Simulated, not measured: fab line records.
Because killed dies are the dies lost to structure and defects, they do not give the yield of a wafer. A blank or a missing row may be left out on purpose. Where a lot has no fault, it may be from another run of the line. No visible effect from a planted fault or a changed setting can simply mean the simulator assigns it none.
fab line records	flow n5-finfet
record lots=9	wafers=26	last-day=19
route steps=1938 shown BEOL_M4@1111 BEOL_M10@1493 PASSIVATION@1936
lots that met no fault: taken from a fault-free run of the same line
start-h: start of the lot's first displayed wafer, in hours after the record's first day	wait-h: hours from the lot's prior step to this one	" unchanged from the row above	L1.1+2: a row that stands for several wafers	- value missing, or start not given	* or withheld: withheld	< > ~ a bound
route shown NAME@n: names a module that has steps shown in the file, with the first one's number in the route	usual: the fault-free wafers' mean and standard deviation	same: alike in all rows	chamber/n: place in a boat	sites: readings site by site	_std_site: the values' standard deviation	_edge_site: outer sites' mean less inner sites'	radius-mm: how far each site lies from the wafer's centre	mask NAME#n: copy n	behind: the last tool/chamber to shape the wafer	hold: why the lot was held/for how many hours/how that ended	device: names the non-switching transistor (n, p or np)	end of line: tests run on the same wafers once the route is complete	a step with no rows: only its recipe	killed: not the wafer's yield, but the dies lost to structure and defects at the first sort	map: the dies of a wafer, with x for killed, . for not killed, _ for no die there
set.NAME: the setting as run; set.NAME@STEP: as run at that earlier step	model.NAME: the simulator's own value behind a step, which no gauge read
a sample of lots followed through the steps of the route, with each step as a table and each wafer as a row
services: a tool's chamber out of use, with start hour (start-h, from the record's first day; less than 0 if before it), hours out, and reason
## steps
# step N5_BEOL_M4_RC_MEAS_101
# usual DIBL_N=36.3/2.2	DIBL_P=36.0/2.4	IOFF_N=0.16/0.042	IOFF_P=0.22/0.041	ION_N=672/14	ION_P=462/7.9	SS_N=71.7/0.76	SS_P=73.3/0.72	VT_N=250/3.6	VT_P=-249/3
lot.wafer	tool	chamber	start-h	wait-h	DIBL_N[mV/V]	DIBL_P[mV/V]	IOFF_N[nA/um]	IOFF_P[nA/um]	ION_N[uA/um]	ION_P[uA/um]	SS_N[mV/dec]	SS_P[mV/dec]	VT_N[mV]	VT_P[mV]
L594.1	prober-02	0	191.97	0.0	37.0	38.2	0.18	0.25	675	465	72.0	74.1	248	-249
L594.3	"	0	"	"	38.0	38.6	0.19	0.25	666	454	72.3	73.6	246	-251
L594.6	"	0	"	"	37.0	37.7	0.17	0.24	676	470	72.0	73.1	247	-249
L596.1	prober-01	0	205.20	0.0	32.6	30.9	0.10	0.14	651	450	71.1	71.5	256	-253
L596.2	"	0	"	"	35.4	35.6	0.16	0.20	671	460	71.6	72.7	248	-250
L596.6	"	0	"	"	35.2	34.7	0.14	0.18	661	454	72.3	72.0	248	-250
L599.1	prober-01	0	213.24	0.0	36.6	36.9	0.16	0.21	660	459	71.6	73.5	250	-249
L599.4	"	0	"	"	35.3	34.9	0.14	0.18	674	457	71.3	73.5	252	-254
L599.6	"	0	"	"	34.7	34.5	0.12	0.17	661	461	71.5	72.8	255	-252
L601.2	prober-01	0	220.11	0.2	38.3	37.9	0.18	0.26	672	471	72.0	73.9	250	-249
L601.5	"	0	"	"	37.6	35.8	0.15	0.23	663	464	72.1	73.1	253	-248
L602.1	prober-02	0	243.44	0.0	40.4	38.4	0.35	0.28	682	459	75.0	73.8	244	-248
L602.2	"	0	"	"	36.1	35.9	0.17	0.22	662	457	71.7	73.2	249	-250
L602.6	"	0	"	"	36.4	36.5	0.17	0.23	650	448	72.5	73.4	250	-252
L605.1	prober-02	0	249.68	0.0	34.4	35.2	0.16	0.24	671	466	72.1	73.3	250	-245
L605.5	"	0	"	"	34.4	34.6	0.16	0.23	689	475	71.0	73.2	247	-244
L605.6	"	0	"	"	33.5	34.2	0.14	0.22	668	464	70.8	72.4	252	-246
L612.2	prober-01	0	316.66	0.2	39.2	37.0	0.23	0.21	668	447	74.3	73.7	251	-253
L612.5	"	0	"	"	38.6	38.2	0.20	0.22	685	460	72.2	73.6	249	-251
L612.6	"	0	"	"	38.5	37.3	0.20	0.21	688	454	72.5	73.6	250	-250
L613.1	prober-02	0	333.91	0.0	36.6	36.4	0.15	0.18	655	445	72.2	73.0	253	-253
L613.3	"	0	"	"	34.5	35.3	0.13	0.18	664	459	70.8	72.3	251	-255
L613.6	"	0	"	"	33.8	34.7	0.11	0.16	657	453	70.8	72.7	255	-252
L611.2	prober-01	0	342.46	0.6	33.2	34.8	0.14	0.19	674	468	70.5	72.9	251	-251
L611.3	"	0	"	"	34.1	35.7	0.15	0.19	685	470	71.1	72.8	249	-251
L611.6	"	0	"	"	33.4	34.9	0.14	0.20	672	465	71.2	72.7	250	-250
# step N5_BEOL_M10_CD_MEAS_18
# recipe pitch-nm=140	target-cd-nm=70
# usual cd-nm=69.8/0.63
lot.wafer	tool	chamber	start-h	wait-h	cd-nm
L594.1	cd-sem-03	-	239.33	0.0	70.6
L594.3	"	-	"	"	70.3
L594.6	"	-	"	"	69.9
L596.1	cd-sem-03	-	250.21	0.0	69.1
L596.2	"	-	"	"	69.7
L596.6	"	-	"	"	69.7
L599.1	cd-sem-03	-	266.23	0.0	69.0
L599.4	"	-	"	"	69.3
L599.6	"	-	"	"	70.0
L601.2	cd-sem-01	-	269.77	0.1	69.9
L601.5	"	-	"	"	70.1
L602.1	cd-sem-03	-	297.07	0.0	70.8
L602.2	"	-	"	"	70.3
L602.6	"	-	"	"	69.6
L605.1	cd-sem-03	-	307.31	0.0	69.7
L605.5	"	-	"	"	69.1
L605.6	"	-	"	"	68.9
L612.2	cd-sem-01	-	373.07	0.1	70.4
L612.5	"	-	"	"	69.8
L612.6	"	-	"	"	70.8
L613.1	cd-sem-02	-	393.74	0.1	70.6
L613.3	"	-	"	"	70.6
L613.6	"	-	"	"	70.3
L611.2	cd-sem-02	-	407.74	0.1	70.1
L611.3	"	-	"	"	69.6
L611.6	"	-	"	"	70.4
# step N5_BEOL_M10_OVL_MEAS_29
# recipe points-per-wafer=44
# usual V9_OVL=-0.4/0.82
lot.wafer	tool	chamber	start-h	wait-h	V9_OVL[nm]
L594.1	overlay-01	0	239.77	0.0	-0.8
L594.3	"	0	"	"	0.2
L594.6	"	0	"	"	0.1
L596.1	overlay-02	0	250.74	0.0	-1.2
L596.2	"	0	"	"	-1.5
L596.6	"	0	"	"	-2.1
L599.1	overlay-01	0	267.36	0.0	-0.7
L599.4	"	0	"	"	-1.1
L599.6	"	0	"	"	-0.2
L601.2	overlay-01	0	271.86	0.0	0.0
L601.5	"	0	"	"	-0.9
L602.1	overlay-02	0	297.80	0.0	-0.3
L602.2	"	0	"	"	-0.6
L602.6	"	0	"	"	0.4
L605.1	overlay-02	0	307.62	0.0	-1.8
L605.5	"	0	"	"	-1.0
L605.6	"	0	"	"	-1.6
L612.2	overlay-01	0	378.03	0.0	0.4
L612.5	"	0	"	"	-0.6
L612.6	"	0	"	"	0.4
L613.1	overlay-01	0	396.86	0.0	-0.5
L613.3	"	0	"	"	-1.1
L613.6	"	0	"	"	0.2
L611.2	overlay-02	0	409.54	0.0	-1.1
L611.3	"	0	"	"	0.0
L611.6	"	0	"	"	1.0
# step N5_BEOL_M10_ETCH_65
# recipe chemistry=CF4	target=SiARC	target-depth-a=390	mask-material=CAR-ArF	time-s=65	ion-energy-ev=80	pressure-mtorr=40	source-w=545	bias-w=36	Ar_flow_sccm=100	cf4-flow-sccm=100	ends=cleared
# usual bias-w=36.00/0.1	cf4-flow-sccm=99.97/0.29	drypump-motor-current-A=5.7/0.42	etch-rf-on-time-s=65.7/1.5	oes-product-au=0.69/0.084	rf-vpp-V=184.3/1.3	showerhead-plenum-p-Torr=2.16/0.084	throttle-valve-pct=15.59/0.29
lot.wafer	tool	chamber	start-h	wait-h	bias-w	cf4-flow-sccm	drypump-motor-current-A	etch-rf-on-time-s	oes-product-au	rf-hours-counter-h	rf-vpp-V	showerhead-plenum-p-Torr	throttle-valve-pct
L594.1	rie-diel-01	0	239.86	0.0	35.98	100.03	5.2	66.4	0.65	122	184.9	2.24	15.63
L594.3	"	1	"	"	36.06	100.06	6.1	63.9	0.73	59	184.9	2.16	15.32
L594.6	"	1	"	"	36.14	100.18	6.1	63.7	0.74	-	184.5	2.16	15.34
L596.1	rie-diel-03	0	250.85	0.0	35.91	99.71	6.2	68.1	0.56	233	186.3	2.21	15.94
L596.2	"	2	"	"	36.10	100.00	5.2	65.6	0.80	8	181.9	2.11	15.46
L596.6	"	3	"	"	36.04	99.78	5.1	68.4	0.59	-	182.9	2.04	15.98
L599.1	rie-diel-03	0	267.46	0.0	36.11	99.86	6.2	67.0	0.57	237	185.9	2.20	15.96
L599.4	"	3	"	"	36.03	99.86	5.1	66.9	0.59	-	181.3	2.04	16.00
L599.6	"	2	"	"	36.12	100.16	5.2	64.5	0.79	-	184.4	2.10	15.50
L601.2	rie-diel-01	1	272.07	0.0	35.99	100.37	6.1	63.8	0.73	70	184.1	2.16	15.35
L601.5	"	3	"	"	36.02	100.56	5.7	64.7	0.74	-	185.7	2.28	15.92
L602.1	rie-diel-05	1	297.99	0.0	35.81	99.97	5.5	63.8	0.78	10	183.7	2.10	15.41
L602.2	"	3	"	"	35.88	100.14	6.1	63.8	0.59	249	183.3	2.02	15.76
L602.6	"	0	"	"	35.96	99.48	6.1	62.5	0.77	-	184.7	2.27	15.18
L605.1	rie-diel-01	2	307.86	0.0	36.22	100.27	5.5	65.4	0.71	86	184.3	2.16	15.48
L605.5	"	0	"	"	36.19	99.57	5.1	66.8	0.64	-	185.9	2.23	15.66
L605.6	"	3	"	"	36.08	100.25	5.7	65.3	0.72	-	187.4	2.28	15.94
L612.2	rie-diel-05	2	378.28	0.0	-	-	-	-	-	-	-	-	-
L612.5	"	2	"	"	-	-	-	-	-	-	-	-	-
L612.6	"	3	"	"	-	-	-	-	-	-	-	-	-
L613.1	rie-diel-05	1	397.47	0.0	36.12	99.72	5.5	65.3	0.72	41	183.1	2.09	15.49
L613.3	"	3	"	"	35.92	99.86	6.1	64.0	0.80	22	183.9	2.27	15.31
L613.6	"	0	"	"	35.98	100.19	6.1	63.2	0.73	-	185.6	2.26	15.25
L611.2	rie-diel-03	0	410.03	0.0	-	-	-	-	-	-	-	-	-
L611.3	"	1	"	"	-	-	-	-	-	-	-	-	-
L611.6	"	1	"	"	-	-	-	-	-	-	-	-	-
# step N5_BEOL_M10_ETCH_66
# recipe chemistry=N2/H2	target=SOC	target-depth-a=1200	overetch-a=240	mask-material=SiARC	temp-c=40	time-s=180	ion-energy-ev=200	pressure-mtorr=30	source-w=840	bias-w=150	n2-flow-sccm=200	h2-flow-sccm=200
# usual bias-w=150.0/0.44	chamber-pressure-mTorr=29.998/0.025	drypump-motor-current-A=5.7/0.42	oes-product-au=0.66/0.074	rf-vpp-V=524.6/3	showerhead-plenum-p-Torr=2.57/0.11	throttle-valve-pct=17.75/0.26
lot.wafer	tool	chamber	start-h	wait-h	bias-w	chamber-pressure-mTorr	drypump-motor-current-A	oes-product-au	rf-hours-counter-h	rf-vpp-V	showerhead-plenum-p-Torr	throttle-valve-pct
L594.1	rie-diel-01	0	239.91	0.0	149.4	30.012	5.2	0.62	122	525.4	2.66	17.76
L594.3	"	1	"	"	150.3	29.971	6.1	0.69	59	524.4	2.58	17.64
L594.6	"	1	"	"	150.3	29.970	6.1	0.68	-	525.5	2.58	17.62
L596.1	rie-diel-03	0	250.90	0.0	149.5	29.985	6.2	0.55	233	525.1	2.61	18.05
L596.2	"	2	"	"	151.0	30.031	5.2	0.75	8	521.3	2.48	17.56
L596.6	"	3	"	"	149.5	30.021	5.1	0.57	-	519.6	2.40	18.03
L599.1	rie-diel-03	0	267.51	0.0	149.7	29.963	6.2	0.55	237	527.7	2.61	18.07
L599.4	"	3	"	"	150.2	29.983	5.1	0.56	-	519.7	2.40	18.03
L599.6	"	2	"	"	150.6	30.017	5.2	0.75	-	521.9	2.48	17.59
L601.2	rie-diel-01	1	272.12	0.0	150.3	30.022	6.1	0.68	70	525.9	2.58	17.64
L601.5	"	3	"	"	149.5	30.009	5.7	0.70	-	527.5	2.70	18.14
L602.1	rie-diel-05	1	298.04	0.0	149.9	29.991	5.5	0.73	10	522.4	2.48	17.46
L602.2	"	3	"	"	149.8	29.979	6.1	0.56	249	519.4	2.39	17.84
L602.6	"	0	"	"	149.7	29.999	6.1	0.72	-	530.1	2.70	17.43
L605.1	rie-diel-01	2	307.91	0.0	149.9	30.019	5.5	0.67	86	524.7	2.57	17.72
L605.5	"	0	"	"	150.0	29.993	5.1	0.61	-	525.8	2.65	17.80
L605.6	"	3	"	"	150.6	29.975	5.7	0.69	-	526.0	2.70	18.15
L612.2	rie-diel-05	2	378.33	0.0	150.9	30.017	6.1	0.26	249	525.8	2.60	18.05
L612.5	"	2	"	"	150.3	29.973	6.1	0.26	-	524.5	2.60	18.07
L612.6	"	3	"	"	149.2	29.952	6.1	0.37	-	528.2	2.70	17.39
L613.1	rie-diel-05	1	397.52	0.0	150.1	30.006	5.5	0.68	42	522.2	2.46	17.53
L613.3	"	3	"	"	150.7	29.999	6.1	0.75	22	528.6	2.70	17.44
L613.6	"	0	"	"	150.1	29.984	6.1	0.67	-	528.0	2.69	17.48
L611.2	rie-diel-03	0	410.08	0.0	149.5	29.993	6.2	0.33	27	524.6	2.59	17.62
L611.3	"	1	"	"	149.6	30.030	6.1	0.32	70	522.1	2.47	17.33
L611.6	"	1	"	"	150.4	29.973	6.1	0.33	-	522.5	2.47	17.33
# step N5_BEOL_M10_STRIP_77
# recipe chemistry=N2/H2	time-s=10	power-w=450	temp-c=40	pressure-mtorr=20	rf-frequency-hz=6e+07	bias-power-w=7	n2-flow-sccm=200	h2-flow-sccm=200
# usual drypump-motor-current-A=5.7/0.42	oes-product-au=0.81/0.096	rf-vpp-V=59.3/0.99	showerhead-plenum-p-Torr=2.56/0.11	throttle-valve-pct=23.54/0.26
lot.wafer	tool	chamber	start-h	wait-h	drypump-motor-current-A	oes-product-au	rf-hours-counter-h	rf-vpp-V	showerhead-plenum-p-Torr	throttle-valve-pct
L594.1	rie-diel-01	0	-	-	5.2	0.77	122	61.0	2.65	23.55
L594.3	"	1	"	"	6.1	0.85	59	58.7	2.58	23.44
L594.6	"	1	"	"	6.1	0.85	-	59.6	2.58	23.45
L596.1	rie-diel-03	0	-	-	6.2	0.68	234	59.6	2.61	23.83
L596.2	"	2	"	"	5.2	0.96	8	59.4	2.47	23.34
L596.6	"	3	"	"	5.2	0.70	-	60.6	2.40	23.72
L599.1	rie-diel-03	0	-	-	6.2	0.67	237	59.5	2.61	23.84
L599.4	"	3	"	"	5.1	0.69	-	59.3	2.39	23.72
L599.6	"	2	"	"	5.2	0.94	-	59.7	2.47	23.35
L601.2	rie-diel-01	1	-	-	6.1	0.85	70	60.4	2.57	23.46
L601.5	"	3	"	"	5.7	0.87	-	59.9	2.70	24.04
L602.1	rie-diel-05	1	-	-	5.5	0.92	10	58.2	2.47	23.24
L602.2	"	3	"	"	6.1	0.70	249	58.7	2.39	23.46
L602.6	"	0	"	"	6.1	0.89	-	61.9	2.70	23.27
L605.1	rie-diel-01	2	-	-	5.5	0.83	87	58.6	2.57	23.58
L605.5	"	0	"	"	5.2	0.76	-	59.4	2.64	23.58
L605.6	"	3	"	"	5.7	0.86	-	59.1	2.69	24.05
L612.2	rie-diel-05	2	-	-	6.1	0.68	249	58.9	2.60	23.85
L612.5	"	2	"	"	6.1	0.69	-	59.0	2.60	23.85
L612.6	"	3	"	"	6.1	0.94	-	60.1	2.70	23.23
L613.1	rie-diel-05	1	-	-	5.5	0.86	42	58.4	2.46	23.28
L613.3	"	3	"	"	6.1	0.93	22	58.7	2.69	23.23
L613.6	"	0	"	"	6.1	0.83	-	58.2	2.68	23.31
L611.2	rie-diel-03	0	-	-	6.2	0.90	27	59.3	2.59	23.46
L611.3	"	1	"	"	6.1	0.84	70	57.6	2.47	23.17
L611.6	"	1	"	"	6.1	0.84	-	59.0	2.47	23.15
# step N5_PASSIVATION_PROBE_49
# usual defect-limited-yield=91.3/1.7	killed_at_M0_to_M3=33/9.9	killed_at_M4_up=14/6.4	killed-at-contacts=12/7	killed-at-front-end=41/13	killed-at-other=3.1/2.9	killed-dies=103/20	killed-on-rim=13/4	killed-open=67/14	killed-short=34/9.4	sort_bin_4_leakage=0.03/0.24	sort_bin_5_function=5.1/1.1	sort_bin_6_memory=3.2/0.79	sort_bin_8_speed=0.02/0.15	sort-n-pass=1077/21	sort-yield-pct=91.2/1.7
# same gross-dies=1180	killed-at-back-side=0
lot.wafer	tool	chamber	start-h	wait-h	defect-limited-yield[%]	killed_at_M0_to_M3	killed_at_M4_up	killed-at-contacts	killed-at-front-end	killed-at-other	killed-dies	killed-on-rim	killed-open	killed-short	sort_bin_4_leakage[%]	sort_bin_5_function[%]	sort_bin_6_memory[%]	sort_bin_8_speed[%]	sort-n-pass	sort-yield-pct[%]
L594.1	prober-01	-	291.30	0.0	90.5	45	8	18	40	1	112	12	64	47	0	5.4	3.6	0	1068	90.5
L594.3	prober-01	-	291.40	0.1	92.1	43	13	7	29	1	93	12	56	36	0	4.8	2.9	0	1087	92.1
L594.6	prober-01	-	291.55	0.3	92.4	35	16	11	28	0	90	8	56	34	0	3.6	3.8	0	1090	92.4
L596.1	prober-01	-	305.67	0.0	87.7	28	33	10	71	3	145	22	85	60	0	6.8	4.9	0.08	1034	87.6
L596.2	prober-01	-	305.72	0.1	88.6	39	30	13	50	2	134	20	76	49	0	6.5	3.9	0	1046	88.6
L596.6	prober-01	-	305.92	0.3	89.0	30	26	7	66	1	130	20	81	41	0	5.8	4.2	0	1050	89.0
L601.2	prober-02	-	317.41	0.1	92.5	25	21	8	33	1	88	9	58	24	0	3.8	2.9	0	1092	92.5
L601.5	prober-02	-	317.56	0.2	92.3	19	11	14	43	4	91	15	48	30	0	3.7	3.1	0	1089	92.3
L599.1	prober-01	-	319.02	0.0	91.0	30	15	9	51	1	106	16	75	29	0	4.8	3.7	0	1074	91.0
L599.4	prober-01	-	319.17	0.2	92.1	32	13	3	42	3	93	10	62	31	0	4.7	3.1	0	1087	92.1
L599.6	prober-01	-	319.27	0.3	92.8	14	16	5	48	2	85	14	55	30	0	3.9	3.1	0	1095	92.8
L602.1	prober-01	-	345.45	0.0	91.5	17	29	13	37	4	100	12	71	25	2.46	5.2	2.7	0	1051	89.1
L602.2	prober-01	-	345.50	0.1	86.5	46	29	29	53	2	159	16	123	34	0	8.4	4.9	0	1021	86.5
L602.6	prober-01	-	345.70	0.3	90.8	32	25	21	25	6	109	18	74	28	0	5.4	3.2	0	1071	90.8
L612.2	prober-01	-	437.73	0.1	0	21	1099	7	53	0	1180	152	68	26	0	96.4	3.6	0	0	0
L612.5	prober-01	-	437.88	0.2	0	37	1068	11	60	4	1180	152	85	34	0	96.0	3.8	0	0	0
L612.6	prober-01	-	437.93	0.3	0	64	1045	12	57	2	1180	152	97	50	0	95.1	4.8	0	0	0
L611.2	prober-01	-	467.45	0.1	0	25	1075	6	73	1	1180	152	89	40	0	95.8	3.7	0	0	0
L611.3	prober-01	-	467.50	0.1	0	36	1095	7	42	0	1180	152	92	21	0	96.8	3.1	0	0	0
L611.6	prober-01	-	467.65	0.3	0	43	1079	5	53	0	1180	152	92	28	0	95.6	4.1	0	0	0
# killed by level:class
L594.1 MOL_CONTACT_COAG:geometric-particle:open=14 BEOL_M0_SAQP:geometric-particle:short=14 BEOL_M3:geometric-particle:open=10 FIN_SAQP:geometric-particle:short=8 STI_FIN_REVEAL:geometric-particle:open=8 BEOL_M0_SAQP:geometric-particle:open=6 BEOL_M2:geometric-particle:short=6 DUMMY_GATE:geometric-particle:open=5
L594.3 BEOL_M0_SAQP:geometric-particle:short=14 BEOL_M0_SAQP:geometric-particle:open=11 MOL_CONTACT_COAG:geometric-particle:open=6 DUMMY_GATE:geometric-particle:open=4 BEOL_M0:geometric-particle:open=4 BEOL_M1:geometric-particle:open=4 BEOL_M1:geometric-particle:short=4 BEOL_M3:geometric-particle:open=4
L594.6 STI_FIN_REVEAL:geometric-particle:open=7 MOL_CONTACT_COAG:geometric-particle:open=6 BEOL_M0_SAQP:geometric-particle:open=6 BEOL_M1:geometric-particle:short=6 STARTING-WAFER:geometric-particle:open=6 MOL_CONTACT_COAG:geometric-particle:short=5 BEOL_M2:geometric-particle:open=5 FIN_SAQP:geometric-particle:short=4
L596.1 FIN_SAQP:geometric-particle:short=26 BEOL_M4:geometric-particle:open=22 FIN_SAQP:geometric-particle:open=15 MOL_CONTACT_COAG:geometric-particle:open=8 BEOL_M0_SAQP:geometric-particle:open=6 STI_FIN_REVEAL:geometric-particle:open=6 GATE_CUT:geometric-particle:short=6 BEOL_M2:geometric-particle:short=5
L596.2 BEOL_M4:geometric-particle:open=16 BEOL_M0_SAQP:geometric-particle:open=12 MOL_CONTACT_COAG:geometric-particle:open=12 GATE_CUT:geometric-particle:short=11 FIN_SAQP:geometric-particle:short=10 HKMG_FIN:area-etch=9 BEOL_M2:geometric-particle:open=8 BEOL_M0_SAQP:geometric-particle:short=7
L596.6 BEOL_M4:geometric-particle:open=14 FIN_SAQP:geometric-particle:open=12 FIN_SAQP:geometric-particle:short=11 BEOL_M0_SAQP:geometric-particle:open=11 STI_FIN_REVEAL:geometric-particle:open=8 HKMG_FIN:area-etch=8 MOL_CONTACT_COAG:geometric-particle:open=6 DUMMY_GATE:geometric-particle:open=5
L601.2 BEOL_M4:geometric-particle:open=9 BEOL_M2:geometric-particle:open=8 FIN_SAQP:geometric-particle:open=7 MOL_CONTACT_COAG:geometric-particle:open=6 BEOL_M0_SAQP:geometric-particle:open=5 BEOL_M4:geometric-particle:short=5 HKMG_FIN:area-etch=5 FIN_SAQP:geometric-particle:short=4
L601.5 MOL_CONTACT_COAG:geometric-particle:open=12 HKMG_FIN:area-etch=9 FIN_SAQP:geometric-particle:short=6 BEOL_M0_SAQP:geometric-particle:short=6 BEOL_M4:geometric-particle:open=6 FIN_SAQP:geometric-particle:open=5 BEOL_M2:geometric-particle:open=5 DUMMY_GATE:geometric-particle:open=4
L599.1 FIN_SAQP:geometric-particle:short=16 FIN_SAQP:geometric-particle:open=15 BEOL_M1:geometric-particle:open=11 MOL_CONTACT_COAG:geometric-particle:open=7 DUMMY_GATE:geometric-particle:open=4 STARTING-WAFER:geometric-particle:open=4 BEOL_M0_SAQP:geometric-particle:open=4 BEOL_M0:geometric-particle:open=4
L599.4 FIN_SAQP:geometric-particle:open=16 FIN_SAQP:geometric-particle:short=12 BEOL_M2:geometric-particle:open=7 BEOL_M3:geometric-particle:open=7 BEOL_M0_SAQP:geometric-particle:open=6 BEOL_M4:geometric-particle:open=4 GATE_CUT:geometric-particle:short=3 MOL_CONTACT_COAG:geometric-particle:open=3
L599.6 FIN_SAQP:geometric-particle:open=14 FIN_SAQP:geometric-particle:short=10 STI_FIN_REVEAL:geometric-particle:open=6 BEOL_M4:geometric-particle:open=6 BEOL_M5:geometric-particle:open=5 GATE_CUT:geometric-particle:open=4 GATE_CUT:geometric-particle:short=4 MOL_CONTACT_COAG:geometric-particle:open=4
L602.1 BEOL_M4:geometric-particle:open=12 DUMMY_GATE:geometric-particle:open=7 MOL_CONTACT_COAG:geometric-particle:open=7 FIN_SAQP:geometric-particle:open=6 MOL_CONTACT_COAG:geometric-particle:short=5 BEOL_M2:geometric-particle:open=5 BEOL_M7:geometric-particle:open=5 DUMMY_GATE:geometric-particle:short=4
L602.2 MOL_CONTACT_COAG:geometric-particle:open=24 BEOL_M4:geometric-particle:open=16 BEOL_M1:geometric-particle:open=16 FIN_SAQP:geometric-particle:open=12 BEOL_M3:geometric-particle:open=12 STI_FIN_REVEAL:geometric-particle:open=9 DUMMY_GATE:geometric-particle:open=7 MOL_CONTACT_COAG:geometric-particle:short=5
L602.6 MOL_CONTACT_COAG:geometric-particle:open=17 BEOL_M4:geometric-particle:open=10 BEOL_M3:geometric-particle:open=9 BEOL_M2:geometric-particle:open=7 FIN_SAQP:geometric-particle:short=5 FIN_SAQP:geometric-particle:open=5 BEOL_M3:geometric-particle:short=5 DUMMY_GATE:geometric-particle:open=4
L612.2 BEOL_M10:area-etch=1086 STI_FIN_REVEAL:geometric-particle:open=10 FIN_SAQP:geometric-particle:short=9 FIN_SAQP:geometric-particle:open=9 MOL_CONTACT_COAG:geometric-particle:open=7 BEOL_M0_SAQP:geometric-particle:open=7 DUMMY_GATE:geometric-particle:open=6 BEOL_M0_SAQP:geometric-particle:short=4
L612.5 BEOL_M10:area-etch=1060 STI_FIN_REVEAL:geometric-particle:open=27 BEOL_M0_SAQP:geometric-particle:short=15 MOL_CONTACT_COAG:geometric-particle:open=10 STARTING-WAFER:geometric-particle:open=8 BEOL_M0_SAQP:geometric-particle:open=7 FIN_SAQP:geometric-particle:short=6 BEOL_M0:geometric-particle:open=6
L612.6 BEOL_M10:area-etch=1030 BEOL_M0_SAQP:geometric-particle:short=23 BEOL_M0_SAQP:geometric-particle:open=20 STI_FIN_REVEAL:geometric-particle:open=17 FIN_SAQP:geometric-particle:open=14 BEOL_M2:geometric-particle:open=11 MOL_CONTACT_COAG:geometric-particle:open=10 FIN_SAQP:geometric-particle:short=8
L611.2 BEOL_M10:area-etch=1051 STI_FIN_REVEAL:geometric-particle:open=42 BEOL_M4:geometric-particle:open=12 STI_FIN_REVEAL:geometric-particle:short=7 GATE_CUT:geometric-particle:short=7 MOL_CONTACT_COAG:geometric-particle:open=6 BEOL_M1:geometric-particle:open=6 BEOL_M4:geometric-particle:short=6
L611.3 BEOL_M10:area-etch=1066 STI_FIN_REVEAL:geometric-particle:open=24 BEOL_M3:geometric-particle:open=10 BEOL_M4:geometric-particle:open=10 BEOL_M5:geometric-particle:open=9 BEOL_M1:geometric-particle:open=7 MOL_CONTACT_COAG:geometric-particle:open=5 BEOL_M3:geometric-particle:short=5
L611.6 BEOL_M10:area-etch=1060 STI_FIN_REVEAL:geometric-particle:open=31 BEOL_M0_SAQP:geometric-particle:open=14 BEOL_M4:geometric-particle:open=11 BEOL_M3:geometric-particle:open=10 BEOL_M0_SAQP:geometric-particle:short=8 STI_FIN_REVEAL:geometric-particle:short=4 BEOL_M3:geometric-particle:short=4
## services
tool	chamber	start-h	hours	kind
rie-diel-01	-	216.73	1.2	repair
rie-diel-05	0	218.65	-	clean
rie-diel-05	0	218.65	-	consumable-replace:focus-ring
rie-diel-05	0	218.65	-	consumable-replace:showerhead
rie-diel-05	1	237.91	6.5	repair
rie-diel-05	1	244.59	-	clean
rie-diel-05	1	244.59	-	consumable-replace:focus-ring
rie-diel-05	1	244.59	22.0	scheduled-down
rie-diel-05	1	244.59	22.0	vent-cycle
rie-diel-03	0	258.93	7.9	repair
rie-diel-03	1	266.71	8.6	repair
rie-diel-03	1	289.50	8.2	repair
rie-diel-05	3	299.94	-	clean
rie-diel-05	3	299.94	-	consumable-replace:focus-ring
rie-diel-05	3	299.94	-	consumable-replace:showerhead
rie-diel-05	3	299.94	23.6	scheduled-down
rie-diel-05	3	299.94	23.6	vent-cycle
rie-diel-03	0	302.02	-	clean
rie-diel-03	0	302.02	-	consumable-replace:focus-ring
rie-diel-03	0	302.02	32.1	scheduled-down
rie-diel-03	0	302.02	32.1	vent-cycle
rie-diel-05	1	308.63	4.9	repair
rie-diel-03	2	309.62	9.7	repair
rie-diel-05	1	329.31	1.2	repair
## key
first-sign step=N5_BEOL_M10_ETCH_65	reading=tool-record	direction=missing
effect step=N5_BEOL_M10_ETCH_66	reading=oes-product-au	direction=down	sigmas=4.7	usual=0.66	struck=0.31
effect step=N5_PASSIVATION_PROBE_49	reading=killed_at_M4_up	direction=up	sigmas=99+	usual=14	struck=1077
more-kills-born-at N5_BEOL_M10_ETCH_65@rie-diel-03=3177	N5_BEOL_M10_ETCH_65@rie-diel-05=3176
met-at N5_BEOL_M10_ETCH_65
struck-lots L611,L612
later-rows-left-out L611.2,L611.3,L611.6,L612.2,L612.5,L612.6
not-acting-at N5_BEOL_M10_CD_MEAS_18,N5_BEOL_M10_OVL_MEAS_29,N5_BEOL_M10_STRIP_77
onset-between 297.99 378.28
fault kind=skipped-step-whole	tool=rie-diel-03,rie-diel-05	chamber=-	onset-h=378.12	steps=N5_BEOL_M10_ETCH_65	scope=struck-lots-only
# later-rows-left-out: the simulator's readings of these wafers behind a module that went badly wrong aren't trusted and aren't shown, but for the sort
